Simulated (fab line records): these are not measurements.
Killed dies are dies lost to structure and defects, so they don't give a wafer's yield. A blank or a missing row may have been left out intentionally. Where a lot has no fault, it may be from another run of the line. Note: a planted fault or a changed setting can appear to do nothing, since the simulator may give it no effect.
Matching of chambers / flow nand-harc / NHARC_P_M2_STRIP_18 on rie-diel-01 has 4 sister chambers
The step strips in N2/H2. 4 wafers are shown with their chamber, then 8 later ones without.

## WAFERS, EACH WITH ITS CHAMBER
wafer=L092.1; chamber=1; drypump-motor-current-A (A)=5.4
wafer=L093.1; chamber=0; drypump-motor-current-A (A)=5.7
wafer=L093.5; chamber=2; drypump-motor-current-A (A)=5.1
wafer=L094.1; chamber=3; drypump-motor-current-A (A)=6.2

## WAFERS WITHOUT THEIR CHAMBER
wafer=L094.2; drypump-motor-current-A (A)=5.6
wafer=L094.3; drypump-motor-current-A (A)=5.1
wafer=L095.2; drypump-motor-current-A (A)=5.4
wafer=L095.3; drypump-motor-current-A (A)=6.2
wafer=L095.6; drypump-motor-current-A (A)=5.7
wafer=L096.2; drypump-motor-current-A (A)=5.1
wafer=L096.3; drypump-motor-current-A (A)=5.4
wafer=L096.6; drypump-motor-current-A (A)=5.4

## EACH ONE'S CHAMBER
wafer=L094.2; from the rows above=0; in truth=0
wafer=L094.3; from the rows above=2; in truth=2
wafer=L095.2; from the rows above=1; in truth=1
wafer=L095.3; from the rows above=3; in truth=3
wafer=L095.6; from the rows above=0; in truth=0
wafer=L096.2; from the rows above=2; in truth=2
wafer=L096.3; from the rows above=1; in truth=1
wafer=L096.6; from the rows above=1; in truth=1
8 of 8 placed correctly. Number that these rows cannot place: 0. Placed wrongly: 0.
How it was worked out, from the rows above alone: a wafer's distance from a chamber is the root of the sum, over the readings, of the square of ((its reading less the chamber's mean) divided by the reading's scatter). If the next closest chamber is less than 2 further off than the closest, the wafer can't be placed; otherwise it belongs to the closest. A chamber's mean is the mean of its shown wafers. The scatter: with one shown wafer a chamber, the root of the mean of the squares of how far each hidden wafer lies from its nearest shown one.
